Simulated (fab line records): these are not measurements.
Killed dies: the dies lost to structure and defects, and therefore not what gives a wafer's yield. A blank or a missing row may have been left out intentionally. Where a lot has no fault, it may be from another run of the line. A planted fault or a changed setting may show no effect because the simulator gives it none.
Which tool is to blame? || flow n5-finfet || Sampling: 10 lots, 30 wafers, 6 of 1938 route steps

== WHAT EACH GAUGE READ, for each wafer ==
N5_FIN_SAQP_THK_MEAS_05. Usual: thk-nm reads 38.1 nm (standard deviation 0.57).
{"lot": "L109", "measured": "day 2 04:25", "on": "film-metro-01", "thk-nm (nm)": "37.6 38.2 37.9", "flag": ""}
{"lot": "L110", "measured": "day 2 09:14", "on": "film-metro-01", "thk-nm (nm)": "37.4 38.8 38.7", "flag": ""}
{"lot": "L113", "measured": "day 3 04:11", "on": "film-metro-01", "thk-nm (nm)": "38.0 38.8 38.7", "flag": ""}
{"lot": "L114", "measured": "day 3 10:53", "on": "film-metro-01", "thk-nm (nm)": "37.6 37.6 38.4", "flag": ""}
{"lot": "L116", "measured": "day 3 22:05", "on": "film-metro-02", "thk-nm (nm)": "37.9 37.9 38.0", "flag": ""}
{"lot": "L119", "measured": "day 4 16:19", "on": "film-metro-01", "thk-nm (nm)": "38.1 38.8 38.6", "flag": ""}
{"lot": "L125", "measured": "day 6 04:47", "on": "film-metro-02", "thk-nm (nm)": "37.8 37.5 38.3", "flag": ""}
{"lot": "L126", "measured": "day 6 09:10", "on": "film-metro-01", "thk-nm (nm)": "37.5 37.2 38.3", "flag": ""}
{"lot": "L128", "measured": "day 6 23:15", "on": "film-metro-02", "thk-nm (nm)": "37.4 37.3 38.1", "flag": ""}
{"lot": "L129", "measured": "day 7 03:41", "on": "film-metro-01", "thk-nm (nm)": "38.2 38.4 38.9", "flag": ""}

N5_FIN_SAQP_CD_MEAS_16: target cd 35.6 nm. Usual: cd-nm reads 35.5 nm (standard deviation 0.34).
{"lot": "L109", "measured": "day 2 04:59", "on": "cd-sem-03", "cd-nm (nm)": "35.3 35.3 35.1", "flag": ""}
{"lot": "L110", "measured": "day 2 09:48", "on": "cd-sem-03", "cd-nm (nm)": "35.2 35.2 35.7", "flag": ""}
{"lot": "L113", "measured": "day 3 04:44", "on": "cd-sem-01", "cd-nm (nm)": "35.6 35.8 35.8", "flag": ""}
{"lot": "L114", "measured": "day 3 11:27", "on": "cd-sem-02", "cd-nm (nm)": "35.4 35.1 35.4", "flag": ""}
{"lot": "L116", "measured": "day 3 22:47", "on": "cd-sem-03", "cd-nm (nm)": "36.1 35.8 35.8", "flag": ""}
{"lot": "L119", "measured": "day 4 17:01", "on": "cd-sem-03", "cd-nm (nm)": "35.3 35.6 35.0", "flag": ""}
{"lot": "L125", "measured": "day 6 05:29", "on": "cd-sem-01", "cd-nm (nm)": "35.2 35.7 35.5", "flag": ""}
{"lot": "L126", "measured": "day 6 09:44", "on": "cd-sem-02", "cd-nm (nm)": "35.0 35.7 35.5", "flag": ""}
{"lot": "L128", "measured": "day 6 23:49", "on": "cd-sem-02", "cd-nm (nm)": "35.7 35.5 35.8", "flag": ""}
{"lot": "L129", "measured": "day 7 04:15", "on": "cd-sem-02", "cd-nm (nm)": "36.2 36.0 36.4", "flag": ""}

N5_FIN_SAQP_OVL_MEAS_17. Usual: for FIN_CORE_OVL the level is 0.2 nm and the standard deviation is 0.74.
{"lot": "L109", "measured": "day 2 05:02", "on": "overlay-01", "FIN_CORE_OVL (nm)": "-0.8 -0.6 -0.6", "flag": ""}
{"lot": "L110", "measured": "day 2 09:50", "on": "overlay-02", "FIN_CORE_OVL (nm)": "-1.0 -0.3 0.5", "flag": ""}
{"lot": "L113", "measured": "day 3 04:47", "on": "overlay-01", "FIN_CORE_OVL (nm)": "0.3 -1.1 -0.7", "flag": ""}
{"lot": "L114", "measured": "day 3 11:29", "on": "overlay-01", "FIN_CORE_OVL (nm)": "1.2 -0.1 -0.6", "flag": ""}
{"lot": "L116", "measured": "day 3 22:49", "on": "overlay-01", "FIN_CORE_OVL (nm)": "0.2 0.1 1.1", "flag": ""}
{"lot": "L119", "measured": "day 4 17:03", "on": "overlay-01", "FIN_CORE_OVL (nm)": "-0.2 0.5 0.3", "flag": ""}
{"lot": "L125", "measured": "day 6 05:31", "on": "overlay-01", "FIN_CORE_OVL (nm)": "18.1 18.2 17.0", "flag": "OFF"}
{"lot": "L126", "measured": "day 6 09:46", "on": "overlay-01", "FIN_CORE_OVL (nm)": "17.6 18.7 18.0", "flag": "OFF"}
{"lot": "L128", "measured": "day 6 23:51", "on": "overlay-02", "FIN_CORE_OVL (nm)": "1.4 2.2 0.6", "flag": ""}
{"lot": "L129", "measured": "day 7 04:17", "on": "overlay-01", "FIN_CORE_OVL (nm)": "-0.3 0.2 0.9", "flag": ""}

N5_BEOL_M4_RC_MEAS_101. Usual: DIBL_N 35.9 mV/V, standard deviation 1.4; DIBL_P 35.9 mV/V, standard deviation 1.7; IOFF_N 0.160 nA/um, standard deviation 0.026; IOFF_P 0.21 nA/um, standard deviation 0.036; ION_N 672 uA/um, standard deviation 11; ION_P 461 uA/um, standard deviation 8.1; SS_N 71.4 mV/dec, standard deviation 0.54; SS_P 73.2 mV/dec, standard deviation 0.67; VT_N 249.3 mV, standard deviation 2.7; VT_P -250 mV, standard deviation 3.9.
{"lot": "L109", "measured": "day 8 04:54", "on": "prober-01", "DIBL_N (mV/V)": "34.3 38.8 36.5", "DIBL_P (mV/V)": "33.6 39.7 35.2", "IOFF_N (nA/um)": "0.129 0.233 0.155", "IOFF_P (nA/um)": "0.19 0.29 0.22", "ION_N (uA/um)": "660 687 672", "ION_P (uA/um)": "462 468 457", "SS_N (mV/dec)": "71.6 72.8 72.1", "SS_P (mV/dec)": "72.8 74.8 73.3", "VT_N (mV)": "250.5 243.2 251.0", "VT_P (mV)": "-248 -244 -247", "flag": ""}
{"lot": "L110", "measured": "day 9 00:26", "on": "prober-01", "DIBL_N (mV/V)": "34.8 36.4 32.5", "DIBL_P (mV/V)": "34.6 37.3 32.9", "IOFF_N (nA/um)": "0.127 0.172 0.114", "IOFF_P (nA/um)": "0.20 0.26 0.19", "ION_N (uA/um)": "660 683 669", "ION_P (uA/um)": "460 474 470", "SS_N (mV/dec)": "71.4 71.5 70.7", "SS_P (mV/dec)": "71.7 73.3 72.3", "VT_N (mV)": "253.8 250.2 250.5", "VT_P (mV)": "-248 -246 -247", "flag": ""}
{"lot": "L113", "measured": "day 9 14:31", "on": "prober-01", "DIBL_N (mV/V)": "37.4 37.1 35.0", "DIBL_P (mV/V)": "35.6 36.0 33.4", "IOFF_N (nA/um)": "0.178 0.178 0.136", "IOFF_P (nA/um)": "0.20 0.21 0.16", "ION_N (uA/um)": "674 686 664", "ION_P (uA/um)": "456 458 448", "SS_N (mV/dec)": "71.8 71.6 71.7", "SS_P (mV/dec)": "73.3 73.6 72.4", "VT_N (mV)": "247.8 249.2 253.0", "VT_P (mV)": "-255 -253 -255", "flag": ""}
{"lot": "L114", "measured": "day 9 05:35", "on": "prober-01", "DIBL_N (mV/V)": "35.8 37.2 35.4", "DIBL_P (mV/V)": "37.4 38.3 36.6", "IOFF_N (nA/um)": "0.168 0.183 0.158", "IOFF_P (nA/um)": "0.24 0.24 0.21", "ION_N (uA/um)": "689 681 666", "ION_P (uA/um)": "473 463 459", "SS_N (mV/dec)": "71.4 71.7 70.7", "SS_P (mV/dec)": "73.3 73.6 73.8", "VT_N (mV)": "248.0 246.9 249.3", "VT_P (mV)": "-249 -247 -252", "flag": ""}
{"lot": "L116", "measured": "day 10 06:41", "on": "prober-02", "DIBL_N (mV/V)": "36.4 34.8 36.5", "DIBL_P (mV/V)": "37.4 35.2 36.9", "IOFF_N (nA/um)": "0.167 0.132 0.172", "IOFF_P (nA/um)": "0.19 0.16 0.20", "ION_N (uA/um)": "688 673 679", "ION_P (uA/um)": "457 456 463", "SS_N (mV/dec)": "70.5 71.3 70.6", "SS_P (mV/dec)": "74.0 73.0 73.3", "VT_N (mV)": "249.1 249.8 248.2", "VT_P (mV)": "-254 -256 -251", "flag": ""}
{"lot": "L119", "measured": "day 10 16:13", "on": "prober-01", "DIBL_N (mV/V)": "35.7 32.5 36.7", "DIBL_P (mV/V)": "36.3 31.9 37.0", "IOFF_N (nA/um)": "0.153 0.104 0.161", "IOFF_P (nA/um)": "0.19 0.14 0.20", "ION_N (uA/um)": "676 658 663", "ION_P (uA/um)": "455 448 452", "SS_N (mV/dec)": "70.7 70.6 71.4", "SS_P (mV/dec)": "74.0 72.7 74.8", "VT_N (mV)": "248.6 258.3 250.6", "VT_P (mV)": "-255 -257 -255", "flag": ""}
{"lot": "L125", "measured": "day 11 21:24", "on": "prober-02", "DIBL_N (mV/V)": "37.7 38.6 36.4", "DIBL_P (mV/V)": "38.0 38.5 36.7", "IOFF_N (nA/um)": "0.194 0.223 0.178", "IOFF_P (nA/um)": "0.29 0.30 0.26", "ION_N (uA/um)": "690 675 681", "ION_P (uA/um)": "478 467 474", "SS_N (mV/dec)": "71.5 71.7 71.2", "SS_P (mV/dec)": "73.4 74.1 72.9", "VT_N (mV)": "245.4 243.9 244.9", "VT_P (mV)": "-244 -244 -244", "flag": ""}
{"lot": "L126", "measured": "day 12 12:24", "on": "prober-01", "DIBL_N (mV/V)": "37.8 34.7 37.3", "DIBL_P (mV/V)": "38.4 34.8 38.4", "IOFF_N (nA/um)": "0.207 0.137 0.178", "IOFF_P (nA/um)": "0.23 0.18 0.23", "ION_N (uA/um)": "679 658 672", "ION_P (uA/um)": "458 456 459", "SS_N (mV/dec)": "72.8 71.4 72.2", "SS_P (mV/dec)": "73.4 72.3 74.3", "VT_N (mV)": "246.9 250.4 245.6", "VT_P (mV)": "-248 -252 -248", "flag": ""}
{"lot": "L128", "measured": "day 13 21:21", "on": "prober-02", "DIBL_N (mV/V)": "36.1 37.1 37.0", "DIBL_P (mV/V)": "34.4 36.0 36.6", "IOFF_N (nA/um)": "0.142 0.142 0.158", "IOFF_P (nA/um)": "0.15 0.17 0.18", "ION_N (uA/um)": "664 643 674", "ION_P (uA/um)": "450 441 450", "SS_N (mV/dec)": "70.9 71.9 71.8", "SS_P (mV/dec)": "72.8 73.1 73.2", "VT_N (mV)": "249.5 253.3 248.2", "VT_P (mV)": "-258 -254 -255", "flag": ""}
{"lot": "L129", "measured": "day 13 03:45", "on": "prober-02", "DIBL_N (mV/V)": "40.2 35.4 37.4", "DIBL_P (mV/V)": "39.1 34.9 37.0", "IOFF_N (nA/um)": "0.228 0.132 0.165", "IOFF_P (nA/um)": "0.27 0.19 0.22", "ION_N (uA/um)": "677 672 682", "ION_P (uA/um)": "468 462 465", "SS_N (mV/dec)": "72.5 70.7 71.2", "SS_P (mV/dec)": "74.4 72.5 73.3", "VT_N (mV)": "246.0 252.0 247.7", "VT_P (mV)": "-248 -254 -249", "flag": ""}

== WHAT TOOL EACH LOT RAN ON (gives the tool, then ch and the chambers of the sampled wafers, and finally the start) ==
{"lot": "L109", "N5_FIN_SAQP_EXPOSE_13": "arfi-scanner-02 ch 0, day 2 04:52", "N5_FIN_SAQP_SPACER1_ALD_24": "ald-sin-04 ch 0,1,2, day 2 06:11"}
{"lot": "L110", "N5_FIN_SAQP_EXPOSE_13": "arfi-scanner-02 ch 0, day 2 09:41", "N5_FIN_SAQP_SPACER1_ALD_24": "ald-sin-02 ch 1,3, day 2 11:13"}
{"lot": "L113", "N5_FIN_SAQP_EXPOSE_13": "arfi-scanner-03 ch 0, day 3 04:37", "N5_FIN_SAQP_SPACER1_ALD_24": "ald-sin-01 ch 0,2,3, day 3 07:02"}
{"lot": "L114", "N5_FIN_SAQP_EXPOSE_13": "arfi-scanner-03 ch 0, day 3 11:20", "N5_FIN_SAQP_SPACER1_ALD_24": "ald-sin-04 ch 1,2,3, day 3 12:47"}
{"lot": "L116", "N5_FIN_SAQP_EXPOSE_13": "arfi-scanner-02 ch 0, day 3 22:40", "N5_FIN_SAQP_SPACER1_ALD_24": "ald-sin-02 ch 0,2, day 4 00:04"}
{"lot": "L119", "N5_FIN_SAQP_EXPOSE_13": "arfi-scanner-03 ch 0, day 4 16:53", "N5_FIN_SAQP_SPACER1_ALD_24": "ald-sin-01 ch 0,1, day 4 19:07"}
{"lot": "L125", "N5_FIN_SAQP_EXPOSE_13": "arfi-scanner-03 ch 0, day 6 05:22", "N5_FIN_SAQP_SPACER1_ALD_24": "ald-sin-02 ch 0,3, day 6 06:47"}
{"lot": "L126", "N5_FIN_SAQP_EXPOSE_13": "arfi-scanner-03 ch 0, day 6 09:37", "N5_FIN_SAQP_SPACER1_ALD_24": "ald-sin-01 ch 1,2,3, day 6 10:55"}
{"lot": "L128", "N5_FIN_SAQP_EXPOSE_13": "arfi-scanner-02 ch 0, day 6 23:41", "N5_FIN_SAQP_SPACER1_ALD_24": "ald-sin-04 ch 1,2,3, day 7 01:23"}
{"lot": "L129", "N5_FIN_SAQP_EXPOSE_13": "arfi-scanner-02 ch 0, day 7 04:08", "N5_FIN_SAQP_SPACER1_ALD_24": "ald-sin-02 ch 0,1,3, day 7 05:41"}
- N5_FIN_SAQP_EXPOSE_13: exposes mask FIN CORE, target cd 35.6 nm.
- N5_FIN_SAQP_SPACER1_ALD_24: deposits SiO2, target thk 20.3 nm, pulse time 1 s, purge time 2 s.

== WHAT THE TOOLS THEMSELVES READ (means of the sampled wafers that have a number; where no wafer has one, the mark that the record gives instead) ==
N5_FIN_SAQP_EXPOSE_13. Usual: focus-offset-nm reads 0.0 nm (standard deviation 0.53).
{"lot": "L109", "tool": "arfi-scanner-02", "focus-offset-nm (nm)": -0.3, "flag": ""}
{"lot": "L110", "tool": "arfi-scanner-02", "focus-offset-nm (nm)": -0.0, "flag": ""}
{"lot": "L113", "tool": "arfi-scanner-03", "focus-offset-nm (nm)": -0.4, "flag": ""}
{"lot": "L114", "tool": "arfi-scanner-03", "focus-offset-nm (nm)": 0.4, "flag": ""}
{"lot": "L116", "tool": "arfi-scanner-02", "focus-offset-nm (nm)": -0.4, "flag": ""}
{"lot": "L119", "tool": "arfi-scanner-03", "focus-offset-nm (nm)": 0.5, "flag": ""}
{"lot": "L125", "tool": "arfi-scanner-03", "focus-offset-nm (nm)": 0.1, "flag": ""}
{"lot": "L126", "tool": "arfi-scanner-03", "focus-offset-nm (nm)": 0.4, "flag": ""}
{"lot": "L128", "tool": "arfi-scanner-02", "focus-offset-nm (nm)": -0.2, "flag": ""}
{"lot": "L129", "tool": "arfi-scanner-02", "focus-offset-nm (nm)": -0.7, "flag": ""}

N5_FIN_SAQP_SPACER1_ALD_24. Usual: heater-power-w 477 W, standard deviation 59; precursor-pulse-height-rel 1.001, standard deviation 0.02.
{"lot": "L109", "tool": "ald-sin-04", "heater-power-w (W)": 500, "precursor-pulse-height-rel": 1.003, "flag": ""}
{"lot": "L110", "tool": "ald-sin-02", "heater-power-w (W)": 415, "precursor-pulse-height-rel": 0.986, "flag": ""}
{"lot": "L113", "tool": "ald-sin-01", "heater-power-w (W)": 475, "precursor-pulse-height-rel": 0.998, "flag": ""}
{"lot": "L114", "tool": "ald-sin-04", "heater-power-w (W)": 516, "precursor-pulse-height-rel": 1.020, "flag": ""}
{"lot": "L116", "tool": "ald-sin-02", "heater-power-w (W)": 474, "precursor-pulse-height-rel": 1.003, "flag": ""}
{"lot": "L119", "tool": "ald-sin-01", "heater-power-w (W)": 447, "precursor-pulse-height-rel": 1.006, "flag": ""}
{"lot": "L125", "tool": "ald-sin-02", "heater-power-w (W)": 439, "precursor-pulse-height-rel": 1.000, "flag": ""}
{"lot": "L126", "tool": "ald-sin-01", "heater-power-w (W)": 457, "precursor-pulse-height-rel": 1.007, "flag": ""}
{"lot": "L128", "tool": "ald-sin-04", "heater-power-w (W)": 519, "precursor-pulse-height-rel": 0.985, "flag": ""}
{"lot": "L129", "tool": "ald-sin-02", "heater-power-w (W)": 430, "precursor-pulse-height-rel": 0.991, "flag": ""}

== THE ANSWER, worked out from the rows above alone ==
Rule: a lot is off if the mean of its wafers that have a number lies more than 3 standard deviations from the usual mean. A lot without any number at a reading at which 4 lots or more have one is off too. The other lots that the step has rows for count as sound. After the gauges, taken in route order, come the tools' own readings; for these a lot's mean is taken, as printed above. The first step at which some lot is off is used, and at that step the reading that is off furthest; a lot without a number counts as furthest.
Off: L125, L126, at N5_FIN_SAQP_OVL_MEAS_17 (FIN_CORE_OVL).
A tool fits if, at a process step before that reading, it ran every lot that is off, and no sound lot after the first of them. Gauges at N5_FIN_SAQP_OVL_MEAS_17: tried the same way as those tools. One fits: arfi-scanner-03 at N5_FIN_SAQP_EXPOSE_13. Its last sound lot is L119 (day 4 16:53), its first lot that is off L125 (day 6 05:22): a fault that began between those two fits.

== WHAT WAS PUT IN BY THE SIMULATOR ==
Scanner matching overlay: arfi-scanner-03, from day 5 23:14 on, at N5_FIN_SAQP_EXPOSE_13. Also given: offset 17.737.
Struck lots among those shown: L125, L126. This agrees with what the rule above found.
